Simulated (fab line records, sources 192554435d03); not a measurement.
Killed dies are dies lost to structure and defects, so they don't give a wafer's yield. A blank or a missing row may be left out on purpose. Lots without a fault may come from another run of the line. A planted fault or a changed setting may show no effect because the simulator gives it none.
fab line records | flow n5_finfet | part 1 of 2: steps 1 to 22 of 34
record lots=5 wafers=15 last_day=19
route steps=1938 shown BEOL_M10@1470
lots that met no fault: from a run of the same line without faults
start_h: hours from the record's first day to the start of the lot's first wafer shown | wait_h: hours since the lot's step before | " the same as in the row above | L1.1+2: a row that stands for several wafers | - no value, or no start given | * or withheld: withheld | < > ~ a bound
route shown NAME@n: a module of which the file shows steps, and the number in the route of the first | usual: mean/standard deviation of fault-free wafers | same: alike in all rows | chamber/n: place in a boat | sites: the reading at each site | _std_site: their standard deviation | _edge_site: outer sites' mean less inner sites' | radius_mm: how far each site lies from the wafer's centre | mask NAME#n: copy n | behind: the tool/chamber that last shaped the wafer | hold: why the lot was held/for how many hours/how that ended | device: the transistor (n, p or np) that didn't switch | end of line: the same wafers' tests at the end of the route | a step without rows: its recipe alone | killed: dies lost to structure and defects at the first sort, not the wafer's yield | map: a wafer's dies, x killed, . not, _ none there
set.NAME: the setting as run; set.NAME@STEP: as run at that earlier step | model.NAME: the simulator's own value behind a step, which no gauge read
lots at some steps of the route; a table a step, a row a wafer
services: from which hour (start_h, from the record's first day; less than 0 if before it) a tool's chamber was out of use, for how many hours, and why
## steps
# step N5_BEOL_M10_ILD_DEP_00
# recipe material=SiCOH_lowk target_thk_a=3085.1 temp_c=300 precursor=DEMS/porogen pressure_torr=5 rf_w=500 time_s=58
# usual heater_power_w=329/61 showerhead_plenum_p_Torr=5.743/0.018 throttle_valve_pct=14.0/0.74
# same time_s=58
# columns lot.wafer tool chamber start_h wait_h heater_power_w showerhead_plenum_p_Torr throttle_valve_pct
L084.1 pecvd-03 0 284.02 0.0 247 5.741 13.7
L084.3 " 1 " " 323 5.765 13.3
L084.5 " 2 " " 291 5.743 12.7
L088.2 pecvd-01 0 319.35 0.0 341 5.718 14.3
L088.3 " 1 " " 368 5.746 13.8
L088.5 " 2 " " 230 5.749 14.0
L090.1 pecvd-03 0 326.56 0.0 251 5.749 13.9
L090.2 " 1 " " 342 5.756 13.4
L090.5 " 1 " " 342 5.743 13.7
L096.2 pecvd-04 2 383.23 0.0 376 5.760 13.9
L096.4 " 1 " " 389 5.751 14.5
L096.6 " 2 " " 301 5.760 13.7
L097.4 pecvd-04 0 385.20 0.1 415 5.709 15.7
L097.5 " 1 " " 375 5.758 14.7
L097.6 " 2 " " 337 5.753 13.4
# step N5_BEOL_M10_CURE_71
# recipe temp_c=385 time_s=240 ambient=He/Ar material=SiCOH_lowk
# usual lamp_power_pct=52.31/0.049 wafer_temp_C_max=386.7/0.61
# same time_s=240
# columns lot.wafer tool chamber start_h wait_h lamp_power_pct wafer_temp_C_max
L084.1 uv_cure-03 0 284.23 0.2 52.24 386.7
L084.3 " 0 " " 52.33 386.9
L084.5 " 0 " " 52.27 386.2
L088.2 uv_cure-02 0 319.50 0.1 52.36 386.2
L088.3 " 0 " " 52.27 386.6
L088.5 " 0 " " 52.31 386.3
L090.1 uv_cure-01 1 326.64 0.0 52.28 386.1
L090.2 " 1 " " 52.33 386.0
L090.5 " 1 " " 52.28 385.5
L096.2 uv_cure-03 0 383.39 0.1 52.26 386.8
L096.4 " 0 " " 52.32 387.0
L096.6 " 0 " " 52.22 387.1
L097.4 uv_cure-03 1 385.49 0.3 52.34 386.9
L097.5 " 1 " " 52.33 386.6
L097.6 " 1 " " 52.31 387.2
# step N5_BEOL_M10_THK_MEAS_01
# recipe reads=SiCOH_lowk_of_BEOL_M10_ILD_DEP_00
# usual M10_ILD_THK=268/4.2
# columns lot.wafer tool chamber start_h wait_h M10_ILD_THK[nm]
L084.1 film_metro-01 - 285.22 0.8 264
L084.3 " - " " 261
L084.5 " - " " 272
L088.2 film_metro-02 - 319.94 0.4 265
L088.3 " - " " 271
L088.5 " - " " 275
L090.1 film_metro-02 - 327.15 0.4 268
L090.2 " - " " 266
L090.5 " - " " 271
L096.2 film_metro-02 - 383.82 0.4 269
L096.4 " - " " 272
L096.6 " - " " 271
L097.4 film_metro-02 - 385.77 0.2 269
L097.5 " - " " 272
L097.6 " - " " 271
# step N5_BEOL_M10_PECVD_70
# recipe material=SiO2 target_thk_a=200 temp_c=400 precursor=TEOS/O2 pressure_torr=5.5 rf_w=450 teos_flow_sccm=53.8 gas=O2 flow_sccm=3000 time_s=22.7
# usual heater_power_w=709/96 showerhead_plenum_p_Torr=8.81/0.058 throttle_valve_pct=22.3/0.88
# same time_s=22.7
# columns lot.wafer tool chamber start_h wait_h heater_power_w showerhead_plenum_p_Torr throttle_valve_pct
L084.1 pecvd-03 2 285.26 0.0 608 8.84 20.8
L084.3 " 0 " " 544 8.84 22.1
L084.5 " 2 " " 631 8.84 20.3
L088.2 pecvd-01 2 319.97 0.0 669 8.83 22.8
L088.3 " 1 " " 851 8.86 22.3
L088.5 " 0 " " 791 8.73 22.6
L090.1 pecvd-01 0 327.19 0.0 797 8.72 22.9
L090.2 " 2 " " 590 8.85 22.6
L090.5 " 2 " " 590 8.84 22.5
L096.2 pecvd-01 1 383.86 0.0 742 8.83 22.3
L096.4 " 1 " " 754 8.85 22.4
L096.6 " 0 " " 701 8.69 22.7
L097.4 pecvd-03 1 385.82 0.1 768 8.80 21.7
L097.5 " 0 " " 618 8.83 22.3
L097.6 " 2 " " 609 8.84 20.9
# step N5_BEOL_M10_HM_DEP_02
# recipe material=TiN target_thk_a=200 temp_c=25 chamber_pressure_pa=0.49996
# usual throttle_valve_pct=30.1/1.1
# columns lot.wafer tool chamber start_h wait_h throttle_valve_pct
L084.1 pvd_sputter-03 - 286.27 1.0 30.0
L084.3 " - " " 31.0
L084.5 " - " " 31.1
L088.2 pvd_sputter-02 - 321.00 1.0 28.8
L088.3 " - " " 29.9
L088.5 " - " " 29.7
L090.1 pvd_sputter-02 - 328.53 1.3 29.2
L090.2 " - " " 29.0
L090.5 " - " " 28.7
L096.2 pvd_sputter-01 - 383.94 0.1 31.4
L096.4 " - " " 31.1
L096.6 " - " " 31.2
L097.4 pvd_sputter-03 - 387.49 1.7 30.5
L097.5 " - " " 29.5
L097.6 " - " " 32.8
# step N5_BEOL_M10_COAT_59
# recipe resist=SOC temp_c=250 time_s=60 spin_rpm=1500 resist_thk_nm=100
# usual spin_speed_rpm=1499.9/1
# same time_s=60
# columns lot.wafer tool chamber start_h wait_h spin_speed_rpm
L084.1 litho_track-04 0 286.40 0.1 1500.0
L084.3 " 0 " " 1498.7
L084.5 " 0 " " 1500.0
L088.2 litho_track-04 0 321.13 0.1 1500.9
L088.3 " 0 " " 1500.4
L088.5 " 0 " " 1500.5
L090.1 litho_track-02 0 328.66 0.1 1500.6
L090.2 " 0 " " 1500.5
L090.5 " 0 " " 1501.4
L096.2 litho_track-01 0 384.07 0.1 1501.9
L096.4 " 0 " " 1499.7
L096.6 " 0 " " 1500.4
L097.4 litho_track-04 0 387.62 0.1 1500.9
L097.5 " 0 " " 1499.4
L097.6 " 0 " " 1500.8
# step N5_BEOL_M10_COAT_60
# recipe resist=SiARC temp_c=220 time_s=60 spin_rpm=1500 resist_thk_nm=30
# usual spin_speed_rpm=1499.9/1
# same time_s=60
# columns lot.wafer tool chamber start_h wait_h spin_speed_rpm
L084.1 litho_track-04 0 - - 1499.8
L084.3 " 0 " " 1499.1
L084.5 " 0 " " 1499.6
L088.2 litho_track-04 0 - - 1499.4
L088.3 " 0 " " 1499.4
L088.5 " 0 " " 1500.7
L090.1 litho_track-02 0 - - 1498.1
L090.2 " 0 " " 1498.0
L090.5 " 0 " " 1500.3
L096.2 litho_track-01 0 - - 1498.9
L096.4 " 0 " " 1499.1
L096.6 " 0 " " 1499.4
L097.4 litho_track-04 0 - - 1497.8
L097.5 " 0 " " 1498.7
L097.6 " 0 " " 1498.4
# step N5_BEOL_M10_COAT_05
# recipe resist=CAR-ArF spin_rpm=1500 resist_thk_nm=90
# usual spin_speed_rpm=1499.9/0.89
# columns lot.wafer tool chamber start_h wait_h spin_speed_rpm
L084.1 litho_track-04 0 - - 1499.3
L084.3 " 0 " " 1499.7
L084.5 " 0 " " 1499.7
L088.2 litho_track-04 0 - - 1500.2
L088.3 " 0 " " 1500.3
L088.5 " 0 " " 1500.1
L090.1 litho_track-02 0 - - 1499.3
L090.2 " 0 " " 1498.6
L090.5 " 0 " " 1498.7
L096.2 litho_track-01 0 - - 1501.5
L096.4 " 0 " " 1498.8
L096.6 " 0 " " 1500.3
L097.4 litho_track-04 0 - - 1500.1
L097.5 " 0 " " 1499.2
L097.6 " 0 " " 1501.2
# step N5_BEOL_M10_EBR_07
# recipe solvent=PGMEA ebr_width_mm=1.5
# columns lot.wafer tool chamber start_h wait_h
L084.1+3+5 litho_track-04 0 - -
L088.2+3+5 litho_track-04 0 - -
L090.1+2+5 litho_track-02 0 - -
L096.2+4+6 litho_track-01 0 - -
L097.4+5+6 litho_track-04 0 - -
# step N5_BEOL_M10_SOFTBAKE_06
# recipe temp_c=110 time_s=60 resist=CAR-ArF
# same time_s=60
# columns lot.wafer tool chamber start_h wait_h
L084.1+3+5 litho_track-04 0 - -
L088.2+3+5 litho_track-04 0 - -
L090.1+2+5 litho_track-02 0 - -
L096.2+4+6 litho_track-01 0 - -
L097.4+5+6 litho_track-04 0 - -
# step N5_BEOL_M10_EXPOSE_08
# recipe mask_id=M10 na=1.35 source_shape=dipole sigma_inner=0.411 sigma_outer=0.611 polarization=te dose_mj=53.75
# columns lot.wafer tool chamber start_h wait_h mask
L084.1+3+5 arfi_scanner-03 0 286.64 - M10#0
L088.2+3+5 arfi_scanner-02 0 321.25 - M10#0
L090.1+2+5 arfi_scanner-03 0 328.77 - M10#0
L096.2+4+6 arfi_scanner-02 0 384.32 - M10#0
L097.4+5+6 arfi_scanner-02 0 387.76 - M10#0
# step N5_BEOL_M10_PEB_09
# recipe peb_temp_c=withheld peb_time_s=60 resist=CAR-ArF
# columns lot.wafer tool chamber start_h wait_h
L084.1+3+5 litho_track-01 0 286.70 0.1
L088.2+3+5 litho_track-02 0 321.31 0.0
L090.1+2+5 litho_track-02 0 328.83 0.1
L096.2+4+6 litho_track-02 0 384.37 0.0
L097.4+5+6 litho_track-01 0 387.80 0.0
# step N5_BEOL_M10_DEVELOP_10
# recipe develop_time_s=30 developer=TMAH resist=CAR-ArF rinse_liquid=diw dry=air_spin dev_temp_c=23
# columns lot.wafer tool chamber start_h wait_h
L084.1+3+5 litho_track-01 0 - -
L088.2+3+5 litho_track-02 0 - -
L090.1+2+5 litho_track-02 0 - -
L096.2+4+6 litho_track-02 0 - -
L097.4+5+6 litho_track-01 0 - -
# step N5_BEOL_M10_CD_MEAS_11
# recipe target_cd_nm=64.1 landing_energy_ev=500 detector=se_inlens polarity=opening
# usual cd_nm=64.0/0.61
# columns lot.wafer tool chamber start_h wait_h cd_nm
L084.1 cd_sem-03 0 286.77 - 64.1
L084.3 " 0 " " 63.8
L084.5 " 0 " " 63.7
L088.2 cd_sem-03 0 321.38 - 64.7
L088.3 " 0 " " 64.2
L088.5 " 0 " " 64.1
L090.1 cd_sem-02 0 328.90 - 64.2
L090.2 " 0 " " 64.1
L090.5 " 0 " " 64.2
L096.2 cd_sem-02 0 384.44 - 64.5
L096.4 " 0 " " 65.1
L096.6 " 0 " " 63.9
L097.4 cd_sem-01 0 387.87 - 63.7
L097.5 " 0 " " 64.0
L097.6 " 0 " " 64.0
# step N5_BEOL_M10_OVL_MEAS_12
# recipe points_per_wafer=44
# usual M10_OVL=-0.4/0.76
# columns lot.wafer tool chamber start_h wait_h M10_OVL[nm]
L084.1 overlay-02 0 286.80 0.0 0.5
L084.3 " 0 " " -0.5
L084.5 " 0 " " -0.4
L088.2 overlay-02 0 321.40 0.0 -0.4
L088.3 " 0 " " -1.0
L088.5 " 0 " " 0.5
L090.1 overlay-01 0 328.93 0.0 -1.1
L090.2 " 0 " " 0.0
L090.5 " 0 " " -0.7
L096.2 overlay-02 0 384.47 0.0 0.1
L096.4 " 0 " " 0.9
L096.6 " 0 " " 0.2
L097.4 overlay-01 0 387.89 0.0 -0.3
L097.5 " 0 " " -1.0
L097.6 " 0 " " -0.3
# step N5_BEOL_M10_INSPECT_13
# recipe mode=adi inspect_instrument=brightfield
# usual raw_defect_count=382/82
# columns lot.wafer tool chamber start_h wait_h raw_defect_count
L084.1 defect_inspect-01 - 286.82 0.0 398
L084.3 " - " " 555
L084.5 " - " " 303
L088.2 defect_inspect-01 - 321.43 0.0 372
L088.3 " - " " 410
L088.5 " - " " 406
L090.1 defect_inspect-01 - 328.95 0.0 366
L090.2 " - " " 344
L090.5 " - " " 323
L096.2 defect_inspect-01 - 384.49 0.0 296
L096.4 " - " " 285
L096.6 " - " " 355
L097.4 defect_inspect-02 - 387.92 0.0 297
L097.5 " - " " 318
L097.6 " - " " 389
# step N5_BEOL_M10_DESCUM_16
# recipe chemistry=O2 time_s=7.9 source_power_w=50 bias_power_w=20 pressure_mtorr=20 rf_frequency_hz=2.712e+07 temp_c=40 resist=CAR-ArF o2_flow_sccm=225
# usual drypump_motor_current_A=5.6/0.49 oes_product_au=0.81/0.088 rf_vpp_V=243.4/1.5 showerhead_plenum_p_Torr=2.11/0.084 throttle_valve_pct=20.38/0.27
# same time_s=7.9
# columns lot.wafer tool chamber start_h wait_h drypump_motor_current_A oes_product_au rf_hours_counter_h rf_vpp_V showerhead_plenum_p_Torr throttle_valve_pct
L084.1 rie_diel-05 2 286.85 0.0 5.2 0.89 48 245.1 2.21 20.01
L084.3 " 1 " " 5.1 0.90 35 242.3 2.15 20.63
L084.5 " 1 " " 5.2 0.89 - 242.4 2.15 20.62
L088.2 rie_diel-06 3 321.46 0.0 6.0 0.74 171 244.2 2.20 20.79
L088.3 " 0 " " 5.8 0.86 79 244.2 2.19 20.39
L088.5 " 1 " " 5.8 0.73 - 240.5 2.00 20.54
L090.1 rie_diel-04 1 328.99 0.0 5.9 0.69 228 246.1 2.14 20.22
L090.2 " 2 " " 5.8 0.75 136 243.3 2.10 20.64
L090.5 " 3 " " 5.8 0.71 - 240.1 1.98 20.66
L096.2 rie_diel-06 3 384.52 0.0 6.0 0.73 191 244.2 2.19 20.82
L096.4 " 0 " " 5.8 0.83 98 244.0 2.19 20.42
L096.6 " 3 " " 6.0 0.72 - 242.7 2.19 20.82
L097.4 rie_diel-06 2 387.95 0.0 4.9 0.89 53 242.9 2.05 19.97
L097.5 " 3 " " 6.0 0.72 - 243.6 2.19 20.83
L097.6 " 2 " " 4.9 0.89 - 242.3 2.05 19.96
# step N5_BEOL_M10_ETCH_61
# recipe chemistry=CF4 target=SiARC target_depth_a=390 mask_material=CAR-ArF time_s=65 ion_energy_ev=80 pressure_mtorr=40 source_w=545 bias_w=36 Ar_flow_sccm=100 cf4_flow_sccm=100 ends=cleared
# usual drypump_motor_current_A=5.6/0.49 etch_rf_on_time_s=64.0/1.5 oes_product_au=0.70/0.078 rf_vpp_V=184.3/1.3 showerhead_plenum_p_Torr=2.15/0.081 throttle_valve_pct=15.56/0.25
# columns lot.wafer tool chamber start_h wait_h drypump_motor_current_A etch_rf_on_time_s oes_product_au rf_hours_counter_h rf_vpp_V showerhead_plenum_p_Torr throttle_valve_pct
L084.1 rie_diel-05 2 286.89 0.0 5.2 62.9 0.77 48 185.5 2.26 15.28
L084.3 " 1 " " 5.1 63.8 0.76 35 185.6 2.18 15.60
L084.5 " 1 " " 5.1 63.7 0.76 - 183.8 2.18 15.61
L088.2 rie_diel-06 3 321.50 0.0 6.0 63.6 0.63 171 185.1 2.22 15.79
L088.3 " 0 " " 5.8 62.0 0.73 79 186.0 2.27 15.77
L088.5 " 1 " " 5.8 65.4 0.62 - 182.9 2.05 15.79
L090.1 rie_diel-04 1 329.02 0.0 5.9 65.2 0.59 228 185.3 2.19 15.49
L090.2 " 2 " " 5.7 62.7 0.66 136 183.3 2.15 15.74
L090.5 " 3 " " 5.7 62.7 0.63 - 184.2 2.04 15.94
L096.2 rie_diel-06 3 384.56 0.0 6.0 63.9 0.62 191 186.6 2.21 15.82
L096.4 " 0 " " 5.8 63.1 0.71 98 185.5 2.26 15.78
L096.6 " 3 " " 6.0 64.2 0.63 - 184.8 2.21 15.84
L097.4 rie_diel-06 2 387.99 0.0 4.9 63.2 0.77 53 182.8 2.09 15.07
L097.5 " 3 " " 6.0 63.4 0.62 - 186.0 2.21 15.83
L097.6 " 2 " " 4.9 62.9 0.76 - 185.7 2.09 15.07
# step N5_BEOL_M10_ETCH_62
# recipe chemistry=N2/H2 target=SOC target_depth_a=1100 overetch_a=220 mask_material=SiARC temp_c=40 time_s=165 ion_energy_ev=200 pressure_mtorr=30 source_w=840 bias_w=150 n2_flow_sccm=200 h2_flow_sccm=200
# usual drypump_motor_current_A=5.6/0.49 oes_product_au=0.69/0.07 rf_vpp_V=524.4/2.9 showerhead_plenum_p_Torr=2.55/0.099 throttle_valve_pct=17.70/0.28
# same time_s=165
# columns lot.wafer tool chamber start_h wait_h drypump_motor_current_A oes_product_au rf_hours_counter_h rf_vpp_V showerhead_plenum_p_Torr throttle_valve_pct
L084.1 rie_diel-05 2 286.94 0.0 5.2 0.74 48 528.5 2.67 17.24
L084.3 " 1 " " 5.1 0.75 35 524.5 2.58 17.73
L084.5 " 1 " " 5.1 0.76 - 525.5 2.58 17.73
L088.2 rie_diel-06 3 321.55 0.0 6.0 0.63 171 525.2 2.65 17.96
L088.3 " 0 " " 5.8 0.71 79 528.2 2.69 18.01
L088.5 " 1 " " 5.8 0.62 - 520.7 2.43 17.92
L090.1 rie_diel-04 1 329.07 0.0 5.9 0.59 228 525.8 2.61 17.72
L090.2 " 2 " " 5.8 0.64 136 525.2 2.57 18.12
L090.5 " 3 " " 5.8 0.61 - 521.4 2.40 17.94
L096.2 rie_diel-06 3 384.61 0.0 6.0 0.62 191 526.3 2.64 17.98
L096.4 " 0 " " 5.9 0.69 98 528.3 2.68 18.02
L096.6 " 3 " " 6.0 0.62 - 527.8 2.64 17.99
L097.4 rie_diel-06 2 388.04 0.0 4.9 0.74 53 523.4 2.48 17.28
L097.5 " 3 " " 6.0 0.61 - 528.0 2.64 18.01
L097.6 " 2 " " 4.9 0.74 - 520.7 2.48 17.31
# step N5_BEOL_M10_STRIP_68
# recipe chemistry=N2/H2 temp_c=40 n2_flow_sccm=200 h2_flow_sccm=200 rf_frequency_hz=6e+07
# columns lot.wafer tool chamber start_h wait_h
L084.1+3+5 rie_diel-05 2,1,1 287.08 0.1
L088.2+3+5 rie_diel-06 3,0,1 321.68 0.1
L090.1+2+5 rie_diel-04 1,2,3 329.21 0.1
L096.2+4+6 rie_diel-06 3,0,3 384.74 0.1
L097.4+5+6 rie_diel-06 2,3,2 388.17 0.1
# step N5_BEOL_M10_STRIP_67
# recipe chemistry=CF4 resist=SiARC power_w=300 bias_power_w=75 pressure_mtorr=50 cf4_flow_sccm=150 rf_frequency_hz=6e+07
# usual drypump_motor_current_A=5.6/0.49 oes_product_au=0.81/0.082 rf_vpp_V=271.3/1.7 showerhead_plenum_p_Torr=1.81/0.07 throttle_valve_pct=13.54/0.24
# columns lot.wafer tool chamber start_h wait_h drypump_motor_current_A oes_product_au rf_hours_counter_h rf_vpp_V showerhead_plenum_p_Torr throttle_valve_pct
L084.1 rie_diel-05 2 287.09 0.0 5.2 0.87 48 274.0 1.90 13.28
L084.3 " 1 " " 5.1 0.88 35 271.4 1.81 13.48
L084.5 " 1 " " 5.1 0.88 - 273.4 1.81 13.47
L088.2 rie_diel-06 3 321.69 0.0 6.0 0.74 171 272.3 1.86 13.77
L088.3 " 0 " " 5.8 0.83 79 274.2 1.90 13.72
L088.5 " 1 " " 5.8 0.74 - 268.7 1.72 13.75
L090.1 rie_diel-04 1 329.22 0.0 5.9 0.70 228 272.2 1.84 13.53
L090.2 " 2 " " 5.8 0.76 136 270.2 1.79 13.67
L090.5 " 3 " " 5.7 0.73 - 269.0 1.72 13.94
L096.2 rie_diel-06 3 384.75 0.0 6.0 0.72 191 273.0 1.85 13.82
L096.4 " 0 " " 5.8 0.81 98 273.0 1.90 13.74
L096.6 " 3 " " 6.0 0.73 - 272.4 1.85 13.79
L097.4 rie_diel-06 2 388.18 0.0 4.9 0.88 53 271.6 1.77 13.10
L097.5 " 3 " " 6.0 0.73 - 273.2 1.85 13.81
L097.6 " 2 " " 4.9 0.88 - 270.4 1.77 13.10
# step N5_BEOL_M10_HM_OPEN_17
# recipe chemistry=Cl2/BCl3 target_depth_a=200 overetch_a=60 target=TiN mask_material=SOC ion_energy_ev=150 pressure_mtorr=10 icp_w=1000 bias_w=126 Cl2_flow_sccm=53.25 bcl3_flow_sccm=21.75 Ar_flow_sccm=25
# usual drypump_motor_current_A=5.4/0.35 mfc_cl2_sccm=53.26/0.15 oes_product_au=0.65/0.073 throttle_valve_pct=22.30/0.27
# columns lot.wafer tool chamber start_h wait_h drypump_motor_current_A mfc_cl2_sccm oes_product_au rf_hours_counter_h throttle_valve_pct
L084.1 rie_metal-02 0 287.13 0.0 5.2 53.36 0.74 19 21.96
L084.3 " 1 " " 5.2 53.46 0.83 - 21.91
L084.5 " 0 " " 5.2 53.26 0.74 - 21.94
L088.2 rie_metal-01 1 321.73 0.0 6.0 53.07 0.56 99 22.76
L088.3 " 1 " " 6.0 53.33 0.57 - 22.77
L088.5 " 0 " " 5.1 53.09 0.66 - 22.20
L090.1 rie_metal-03 1 329.26 0.0 5.7 53.34 0.69 33 22.37
L090.2 " 0 " " 5.1 53.23 0.59 91 22.23
L090.5 " 0 " " 5.1 53.36 0.58 - 22.24
L096.2 rie_metal-03 0 384.80 0.0 5.1 53.33 0.57 96 22.26
L096.4 " 1 " " 5.7 53.16 0.67 - 22.40
L096.6 " 0 " " 5.1 53.45 0.57 - 22.25
L097.4 rie_metal-01 0 388.31 0.1 5.1 53.37 0.65 - 22.25
L097.5 " 0 " " 5.1 53.46 0.64 - 22.23
L097.6 " 0 " " 5.1 53.39 0.64 - 22.25
